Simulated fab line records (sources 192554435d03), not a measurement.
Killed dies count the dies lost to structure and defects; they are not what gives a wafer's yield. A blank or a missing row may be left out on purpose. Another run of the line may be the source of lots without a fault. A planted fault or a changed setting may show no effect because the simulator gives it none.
Matching of chambers    flow n5-finfet    N5_MIM_TOP_ETCH_PECVD_03 on pecvd-04 has 3 sister chambers
The step deposits SiNx from SiH4/NH3/N2, target thk 20 nm, time 17.6 s. 6 wafers are shown with their chamber, then 10 later ones without.

== WAFERS WITH THEIR CHAMBER ==
wafer   chamber  showerhead-plenum-p-Torr (Torr)  showerhead-vpp-V (V)
L079.5  1        5.24                             1086
L086.2  2        5.15                             1178
L085.4  0        5.05                             1075
L085.5  2        5.14                             1181
L089.1  0        5.07                             1067
L089.2  1        5.23                             1093

== WAFERS MISSING THEIR CHAMBER ==
wafer   showerhead-plenum-p-Torr (Torr)  showerhead-vpp-V (V)
L089.6  5.25                             1096
L090.1  5.15                             1196
L090.4  5.05                             1049
L090.5  5.24                             1098
L091.3  5.24                             1079
L091.4  5.06                             1063
L091.5  5.23                             1083
L097.1  5.16                             1175
L097.2  5.24                             1097
L097.5  5.05                             1064

== WHICH CHAMBER EACH WENT THROUGH ==
wafer   from the rows above  in truth
L089.6  1                    1
L090.1  2                    2
L090.4  0                    0
L090.5  1                    1
L091.3  1                    1
L091.4  0                    0
L091.5  1                    1
L097.1  2                    2
L097.2  1                    1
L097.5  0                    0
Correctly placed: 10 of 10. Not placeable from these rows: 0. Placed wrongly: 0.
How it was worked out, from the rows above alone: a wafer's distance from a chamber is the root of the sum, over the readings, of the square of ((its reading less the chamber's mean) divided by the reading's scatter). The wafer belongs to the nearest chamber; if the next one is less than 2 further off, it can't be placed. For every chamber, the mean is computed from those of its wafers that are shown. How the scatter is found: for the shown wafers, subtract from each reading the mean of its chamber, square and add these, divide the total by (wafers less chambers), then take the root.
